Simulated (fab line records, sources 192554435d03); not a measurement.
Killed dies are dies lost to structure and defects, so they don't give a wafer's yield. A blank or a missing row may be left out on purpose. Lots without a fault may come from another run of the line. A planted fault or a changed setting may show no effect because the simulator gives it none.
A struck lot beside a sound one | flow n5_finfet | 16 steps out of a route of 1938
Sound: wafers L707.1, L707.5, L707.6. Struck: wafers L699.2, L699.5, L699.6. The cause comes at the end.
At each step with rows: each side's tool, then ch and its chambers, then its first start. Under that, the readings that differ: sound wafers | struck wafers | difference of the means | sigmas: that difference in standard deviations of wafers without a fault.
alike: readings whose means differ by less than 2 such deviations, and words and numbers that are the same on both sides. not compared: withheld readings, readings that some wafer has no value for, bounds like >300 that may hide the same value, and numbers for which the record gives no deviation and whose values overlap.
The two part at a step that has a row with sigmas, a row that says differs or no value, or rows on one side only. Numbers that don't overlap but have no deviation are shown without sigmas and don't part them. A reading that every wafer of one side lacks parts them only if that side has two wafers or more.

first, 3 steps without rows for these wafers: N5_DUMMY_GATE_STRIP_38 (strips in N2/H2); N5_DUMMY_GATE_STRIP_39 (strips in N2/H2); N5_DUMMY_GATE_TRIM_49 (chemistry O2, time 29 s, target cd 14 nm).
N5_DUMMY_GATE_STRIP_40: strips in CF4.
  sound on rie_diel-01 ch 2,3, day 7 15:13; struck on rie_diel-01 ch 0,3, day 5 16:26
  alike: drypump_motor_current_A, oes_product_au, power_w, rf_vpp_V, showerhead_plenum_p_Torr, throttle_valve_pct
  not compared: rf_hours_counter_h
N5_DUMMY_GATE_CD_MEAS_50: target cd 14 nm.
  sound on cd_sem-02, day 7 15:16; struck on cd_sem-03, day 5 16:30
  alike: cd_nm
then, 3 steps without rows for these wafers: N5_DUMMY_GATE_ETCH_31 (etches SiO2 in C4F6/O2, target depth 82.5 nm, time 27.5 s); N5_DUMMY_GATE_STRIP_41 (strips in O2); N5_DUMMY_GATE_HM_OPEN_21 (chemistry CH3F/O2, target SiNx, target depth 120 nm, time 171.4 s).
N5_DUMMY_GATE_ETCH_32: etches SiO2 in CF4, target depth 3.5 nm, time 3.9 s.
  sound on rie_si-03 ch 0,1,2, day 7 15:34; struck on rie_si-03 ch 0,1, day 5 16:47
  alike: bias_w, cf4_flow_sccm, drypump_motor_current_A, oes_product_au, throttle_valve_pct
  not compared: rf_hours_counter_h
N5_DUMMY_GATE_ETCH_23: etches poly-Si in HBr/Cl2/O2, target depth 41 nm, time 22.3 s.
  sound on rie_si-03 ch 0,1,2, day 7 15:36; struck on rie_si-03 ch 0,1, day 5 16:49
  alike: HBr_flow_sccm, O2_flow_sccm, drypump_motor_current_A, mfc_cl2_sccm, oes_product_au, throttle_valve_pct
  not compared: rf_hours_counter_h
N5_DUMMY_GATE_ETCH_44: etches poly-Si in HBr/O2, stops on SiO2, target depth 127.5 nm.
  sound on rie_si-03 ch 0,1,2, day 7 15:40; struck on rie_si-03 ch 0,1, day 5 16:53
  alike: HBr_flow_sccm, O2_flow_sccm, drypump_motor_current_A, oes_product_au, throttle_valve_pct
  not compared: rf_hours_counter_h
N5_DUMMY_GATE_CD_MEAS_24: target cd 15 nm.
  sound on cd_sem-02, day 7 15:46; struck on cd_sem-01, day 5 16:59
  alike: cd_nm
N5_DUMMY_GATE_ETCH_42: etches SiO2 in CHF3/O2, target depth 3.5 nm, time 31 s.
  sound on rie_diel-05 ch 2,3, day 7 15:49; struck on rie_diel-06 ch 0,1,2, day 5 17:14
  no value came back on the struck wafers for any of 9 readings (CHF3_flow_sccm (sccm), O2_flow_sccm (sccm) and others); on the sound wafers CHF3_flow_sccm (sccm) reads 50.11 50.03 49.80
  not compared: rf_hours_counter_h
N5_DUMMY_GATE_STRIP_48: strips in N2/H2, time 20 s.
  sound on rie_diel-05 ch 2,3, day 7 15:52; struck on rie_diel-06 ch 0,1,2, day 5 17:16
  alike: drypump_motor_current_A, oes_product_au, rf_vpp_V, showerhead_plenum_p_Torr, throttle_valve_pct
  not compared: rf_hours_counter_h
-- the record jumps here: 5 days lie between the struck wafers' starts before and after (it left off in module DUMMY_GATE and takes up again in module BEOL_M4, whose first step shown is number 1111 of the route) --
N5_BEOL_M4_RC_MEAS_101:
  sound on prober-01 ch 0, day 12 10:23; struck on prober-01 ch 0, day 10 21:40
  alike: DIBL_N, DIBL_P, IOFF_N, IOFF_P, ION_N, ION_P, SS_N, SS_P, VT_N, VT_P
-- the record jumps here: 5 days lie between the struck wafers' starts before and after (it left off in module BEOL_M4 and takes up again in module PASSIVATION, whose first step shown is number 1936 of the route) --
N5_PASSIVATION_PROBE_49:
  the record has rows for the struck wafers here (prober-01, day 15 11:29) and none for the sound ones

WHERE THEY PART
First at N5_DUMMY_GATE_ETCH_42; last, within this record, at N5_PASSIVATION_PROBE_49.

WHY: what the simulator had put in
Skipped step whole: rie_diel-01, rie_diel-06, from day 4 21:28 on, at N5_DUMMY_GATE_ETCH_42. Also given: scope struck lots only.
